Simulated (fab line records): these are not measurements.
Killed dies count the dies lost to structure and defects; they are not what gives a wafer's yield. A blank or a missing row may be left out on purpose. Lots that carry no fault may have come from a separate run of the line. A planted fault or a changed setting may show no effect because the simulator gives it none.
fab line records	flow nand_harc
[record] lots = 7	wafers = 21	last_day = 33
route steps=1302 shown P_ZERO_WELL@7
lots that met no fault: taken from a fault-free run of the same line
start_h: hours from the record's first day to the start of the lot's first wafer shown	wait_h: hours elapsed since this lot's preceding step	" same as the row above	L1.1+2: several wafers, shown together as one row	- either no value or no given start	* or withheld: withheld	< > ~ a bound
route shown NAME@n: names a module that has steps shown in the file, with the first one's number in the route	usual: mean/standard deviation taken from wafers without a fault	same: alike in all rows	chamber/n: place in a boat	sites: the reading at each site	_std_site: standard deviation across them	_edge_site: outer sites' mean less inner sites'	radius_mm: for every site, how far away it sits from the centre of the wafer	mask NAME#n: copy n	behind: tool/chamber where the wafer was last shaped	hold: why the lot went on hold/how many hours it stayed there/how the hold came to an end	device: whichever transistor did not switch (one of n, p or np)	end of line: the same wafers' tests at the end of the route	where a step has no rows: the recipe by itself	killed: not the wafer's yield, but the dies lost to structure and defects at the first sort	map: per-die view of a wafer (x killed, . not killed, _ where there is no die)
set.NAME: the setting as run; set.NAME@STEP: as run at that earlier step	model.NAME: the simulator's own value behind a step, which no gauge read
lots at some steps of the route; a table a step, a row a wafer
services: when a tool's chamber went out of use (start_h, in hours from the record's first day, below 0 if earlier), for how many hours, and the reason
[[steps]]
[step NHARC_P_ZERO_WELL_COAT_64]
[recipe] temp_c = 200	time_s = 65
[step NHARC_P_ZERO_WELL_COAT_05]
[recipe] spin_rpm = 2000	resist_thk_nm = 600
[step NHARC_P_ZERO_WELL_SOFTBAKE_06]
[recipe] temp_c = 125	time_s = 70
[step NHARC_P_ZERO_WELL_EBR_07]
[step NHARC_P_ZERO_WELL_EXPOSE_08]
[recipe] na = 0.55	target_cd_nm = 500	dose_mj = 33.8	mask_id = P_ZERO
[step NHARC_P_ZERO_WELL_PEB_09]
[recipe] peb_temp_c = 128	peb_time_s = 80
[step NHARC_P_ZERO_WELL_DEVELOP_10]
[recipe] time_s = 50	dev_temp_c = 22
[step NHARC_P_ZERO_WELL_CD_MEAS_11]
[recipe] target_cd_nm = 500	landing_energy_ev = 500
[usual] cd_nm = 499.4/1.4
lot.wafer	tool	chamber	start_h	wait_h	cd_nm
L841.1	cd_sem-01	0	91.24	-	498.0
L841.5	"	0	"	"	500.2
L841.6	"	0	"	"	498.5
L842.2	cd_sem-01	0	101.12	-	499.1
L842.4	"	0	"	"	496.2
L842.6	"	0	"	"	497.3
L843.1	cd_sem-02	0	111.11	-	499.0
L843.2	"	0	"	"	501.1
L843.4	"	0	"	"	501.2
L852.2	cd_sem-02	0	201.23	-	497.7
L852.4	"	0	"	"	498.2
L852.6	"	0	"	"	498.7
L854.4	cd_sem-03	0	221.12	-	499.4
L854.5	"	0	"	"	500.3
L854.6	"	0	"	"	500.4
L855.2	cd_sem-03	0	231.24	-	499.6
L855.5	"	0	"	"	498.4
L855.6	"	0	"	"	499.2
L857.2	cd_sem-03	0	251.24	-	501.3
L857.5	"	0	"	"	501.1
L857.6	"	0	"	"	500.3
[step NHARC_P_ZERO_WELL_HARDBAKE_12]
[recipe] temp_c = 118	time_s = 65
[step NHARC_P_ZERO_WELL_DESCUM_13]
[recipe] time_s = 3	o2_flow_sccm = 200	ar_flow_sccm = 0	bias_power_w = 0	chemistry = O2
[usual] drypump_motor_current_A = 5.7/0.47	oes_product_au = 1.001/0.0078	rf_vpp_V = 57.5/0.97	showerhead_plenum_p_Torr = 1.87/0.085	throttle_valve_pct = 11.312/0.009
lot.wafer	tool	chamber	start_h	wait_h	drypump_motor_current_A	oes_product_au	rf_hours_counter_h	rf_vpp_V	showerhead_plenum_p_Torr	throttle_valve_pct
L841.1	rie_diel-12	3	91.43	-	6.2	1.002	57	58.6	1.90	11.322
L841.6	"	1	"	"	5.4	1.012	-	57.8	1.78	11.301
L841.5	"	2	"	"	6.3	1.002	-	59.7	1.84	11.322
L842.4	rie_diel-08	0	101.28	-	4.8	1.007	27	57.7	1.77	11.329
L842.2	"	1	"	"	5.7	1.008	25	56.2	1.81	11.317
L842.6	"	0	"	"	4.9	0.999	-	57.7	1.77	11.306
L843.1	rie_diel-12	2	111.28	-	6.3	0.996	2	55.1	1.84	11.309
L843.4	"	3	"	"	6.3	0.998	2	57.7	1.90	11.313
L843.2	"	0	"	"	5.7	0.985	2	57.9	2.02	11.325
L852.2	rie_diel-12	0	201.39	-	5.7	0.998	20	56.8	2.01	11.315
L852.4	"	2	"	"	6.3	1.008	23	58.3	1.84	11.320
L852.6	"	0	"	"	5.7	1.007	-	58.1	2.01	11.317
L854.4	rie_diel-12	2	221.29	-	6.3	1.011	28	57.0	1.84	11.316
L854.5	"	0	"	"	5.7	1.006	-	57.5	2.01	11.309
L854.6	"	1	"	"	5.4	0.999	-	57.2	1.78	11.304
L855.2	rie_diel-11	2	231.39	-	6.4	0.981	53	58.0	1.78	11.337
L855.5	"	2	"	"	6.4	0.998	-	56.1	1.78	11.308
L855.6	"	3	"	"	5.4	0.999	-	56.6	1.82	11.314
L857.2	rie_diel-08	0	251.50	-	4.8	1.003	13	58.4	2.07	11.297
L857.5	"	3	"	"	5.9	0.982	-	57.7	1.82	11.306
L857.6	"	0	"	"	4.9	0.994	-	58.3	2.07	11.322
[step NHARC_P_ZERO_WELL_ETCH_65]
[recipe] target_depth_a = 800	overetch_a = 240	time_s = 87.88	ion_energy_ev = 200	n2_flow_sccm = 150	h2_flow_sccm = 150	ar_flow_sccm = 0	rf_w = 400	bias_w = 150	chemistry = N2/H2
[usual] drypump_motor_current_A = 5.7/0.46	oes_product_au = 1.000/0.0067	rf_vpp_V = 429.6/2.6	showerhead_plenum_p_Torr = 2.00/0.09	throttle_valve_pct = 14.171/0.0087
lot.wafer	tool	chamber	start_h	wait_h	drypump_motor_current_A	oes_product_au	rf_hours_counter_h	rf_vpp_V	showerhead_plenum_p_Torr	throttle_valve_pct
L841.1	rie_diel-12	2	91.50	0.1	6.3	0.993	52	428.6	1.96	14.179
L841.5	"	2	"	"	6.3	1.005	-	427.6	1.96	14.171
L841.6	"	3	"	"	6.3	1.005	-	430.3	2.02	14.166
L842.2	rie_diel-08	0	101.36	0.1	4.8	1.011	27	425.9	1.88	14.188
L842.4	"	3	"	"	5.8	1.005	29	428.4	1.95	14.183
L842.6	"	1	"	"	5.7	1.002	-	428.7	1.93	14.166
L843.2	rie_diel-12	2	111.35	0.1	6.3	1.003	2	428.0	1.96	14.163
L843.1	"	0	"	"	5.7	0.999	2	434.5	2.15	14.175
L843.4	"	1	"	"	5.4	1.005	2	427.7	1.90	14.159
L852.2	rie_diel-12	3	201.48	0.1	6.3	0.995	21	428.2	2.02	14.156
L852.4	"	1	"	"	5.4	1.009	23	427.5	1.89	14.174
L852.6	"	2	"	"	6.3	1.003	-	428.4	1.96	14.173
L854.4	rie_diel-12	2	221.38	0.1	6.3	0.994	28	429.5	1.95	14.171
L854.5	"	3	"	"	6.2	0.987	-	431.1	2.01	14.173
L854.6	"	0	"	"	5.7	0.999	-	434.0	2.14	14.191
L855.2	rie_diel-11	2	231.49	0.1	6.4	0.993	53	427.0	1.90	14.173
L855.5	"	0	"	"	5.5	1.011	-	431.2	2.02	14.172
L855.6	"	1	"	"	5.4	1.005	-	433.6	2.12	14.177
L857.2	rie_diel-08	3	251.58	0.1	5.9	0.994	14	427.0	1.94	14.177
L857.5	"	3	"	"	5.8	0.996	-	427.2	1.94	14.156
L857.6	"	0	"	"	4.9	1.005	-	435.4	2.21	14.179
[step NHARC_P_ZERO_WELL_ETCH_62]
[recipe] target_depth_a = 130	time_s = 6.5	chf3_flow_sccm = 50	ar_flow_sccm = 200	rf_w = 500	bias_w = 200	chemistry = CHF3/Ar
[usual] drypump_motor_current_A = 5.7/0.46	oes_product_au = 0.962/0.014	rf_vpp_V = 369.7/2.3	showerhead_plenum_p_Torr = 2.30/0.1	throttle_valve_pct = 20.217/0.0093
lot.wafer	tool	chamber	start_h	wait_h	drypump_motor_current_A	oes_product_au	rf_hours_counter_h	rf_vpp_V	showerhead_plenum_p_Torr	throttle_valve_pct
L841.1	rie_diel-12	3	-	-	6.2	0.962	57	369.6	2.33	20.215
L841.6	"	2	"	"	6.3	0.958	-	369.1	2.26	20.231
L841.5	"	3	"	"	6.3	0.959	-	371.0	2.33	20.224
L842.4	rie_diel-08	2	-	-	6.3	0.973	27	370.8	2.38	20.219
L842.2	"	0	"	"	4.9	0.954	27	365.9	2.18	20.224
L842.6	"	2	"	"	6.3	0.975	-	371.3	2.38	20.208
L843.2	rie_diel-12	2	-	-	6.3	0.963	2	369.6	2.26	20.208
L843.1	"	3	"	"	6.3	0.977	2	370.8	2.33	20.216
L843.4	"	1	"	"	5.4	0.962	2	367.1	2.19	20.216
L852.2	rie_diel-12	1	-	-	5.4	0.963	23	366.5	2.18	20.225
L852.4	"	2	"	"	6.3	0.973	23	367.9	2.25	20.199
L852.6	"	0	"	"	5.7	0.960	-	372.9	2.46	20.224
L854.4	rie_diel-12	0	-	-	5.7	0.962	28	372.7	2.46	20.221
L854.6	"	0	"	"	5.7	0.953	-	373.5	2.46	20.226
L854.5	"	1	"	"	5.4	0.955	-	368.7	2.18	20.235
L855.2	rie_diel-11	1	-	-	5.4	0.969	40	372.6	2.43	20.208
L855.5	"	1	"	"	5.4	0.972	-	372.4	2.43	20.224
L855.6	"	2	"	"	6.4	0.947	-	366.9	2.19	20.205
L857.2	rie_diel-08	0	-	-	4.8	0.929	13	374.5	2.53	20.222
L857.5	"	3	"	"	5.8	0.929	-	367.8	2.23	20.215
L857.6	"	0	"	"	4.9	0.936	-	373.6	2.53	20.236
[step NHARC_P_ZERO_WELL_ETCH_63]
[recipe] target_depth_a = 1200	time_s = 40.1	hbr_flow_sccm = 150	cl2_flow_sccm = 50	rf_w = 400	icp_w = 400	bias_w = 100	chemistry = HBr/Cl2
[usual] drypump_motor_current_A = 5.9/0.45	oes_product_au = 1.000/0.0082	throttle_valve_pct = 26.406/0.0081
lot.wafer	tool	chamber	start_h	wait_h	drypump_motor_current_A	oes_product_au	rf_hours_counter_h	throttle_valve_pct
L841.1	rie_si-06	0	91.71	-	5.5	0.995	0.05	26.403
L841.5	"	0	"	"	5.5	1.002	-	26.409
L841.6	"	1	"	"	6.5	1.005	-	26.409
L842.2	rie_si-04	3	101.54	-	5.7	1.005	0.65	26.429
L842.4	"	2	"	"	6.1	1.003	0.60	26.400
L842.6	"	0	"	"	6.7	1.006	-	26.399
L843.1	rie_si-02	3	111.54	-	5.7	0.998	0.00	26.417
L843.4	"	0	"	"	5.7	0.993	0.00	26.412
L843.2	"	1	"	"	5.6	0.999	0.00	26.408
L852.4	rie_si-02	1	201.64	-	5.6	1.201	0.45	26.410
L852.2	"	0	"	"	5.7	1.192	0.38	26.399
L852.6	"	2	"	"	6.1	1.211	-	26.409
L854.4	rie_si-02	1	221.54	-	5.7	1.221	0.61	26.413
L854.5	"	1	"	"	5.7	1.202	-	26.400
L854.6	"	2	"	"	6.1	1.214	-	26.414
L855.2	rie_si-02	0	231.65	-	5.7	1.198	0.65	26.411
L855.6	"	0	"	"	5.7	1.193	-	26.416
L855.5	"	1	"	"	5.7	1.214	-	26.406
L857.2	rie_si-04	2	251.99	-	6.1	0.993	0.50	26.400
L857.5	"	0	"	"	6.7	0.988	-	26.408
L857.6	"	1	"	"	5.8	1.003	-	26.397
[step NHARC_P_ZERO_WELL_STRIP_15]
[recipe] time_s = 900	temp_c = 130	chemistry = SPM
[[services]]
tool	chamber	start_h	hours	kind
rie_si-06	-	72.00	9.0	pm
rie_diel-12	0	73.89	-	clean
rie_diel-12	1	73.89	-	clean
rie_diel-11	-	80.31	9.0	pm
rie_si-06	3	84.09	5.6	repair
rie_si-02	-	93.04	3.8	repair
rie_diel-12	-	95.09	9.0	pm
rie_si-02	-	100.00	9.0	pm
rie_diel-12	-	113.99	11.1	repair
rie_diel-08	0	126.90	15.9	repair
rie_diel-11	3	131.58	11.4	repair
rie_si-06	2	137.17	7.0	repair
rie_diel-12	-	138.53	9.9	repair
rie_diel-11	2	140.41	1.6	repair
rie_diel-11	2	148.81	9.2	repair
rie_diel-11	1	156.05	28.9	repair
rie_si-04	-	165.00	9.0	pm
rie_diel-08	0	171.81	4.1	repair
rie_diel-08	-	193.42	9.0	pm
rie_diel-08	-	203.79	0.5	repair
rie_diel-08	3	222.92	3.5	repair
rie_diel-12	3	224.85	15.8	repair
rie_diel-08	0	227.95	4.6	repair
rie_si-06	-	249.00	9.0	pm
[[key]]
[first_sign] step = NHARC_P_ZERO_WELL_ETCH_63	reading = oes_product_au	direction = up	sigmas = 25	usual = 1.000	struck = 1.205
effect none on later readings
met_at NHARC_P_ZERO_WELL_ETCH_63
struck_wafers L852.2,L852.4,L852.6,L854.4,L854.5,L854.6,L855.2,L855.5,L855.6
tester_left_out L852,L854,L855
onset_between 111.54 201.64
[fault] kind = process_parameter_drift	tool = rie_si-02	chamber = -	onset_h = 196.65	steps = NHARC_P_ZERO_WELL_ETCH_63	channel = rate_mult	offset = 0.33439	shape = step	end_h = 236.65
// tester_left_out: of these lots the tester's yield and bins aren't shown, on N5 and GAA mostly nor the transistor test; their killed dies are dies lost to structure and defects alone, not to doping, threshold or leakage, so they don't give the yield
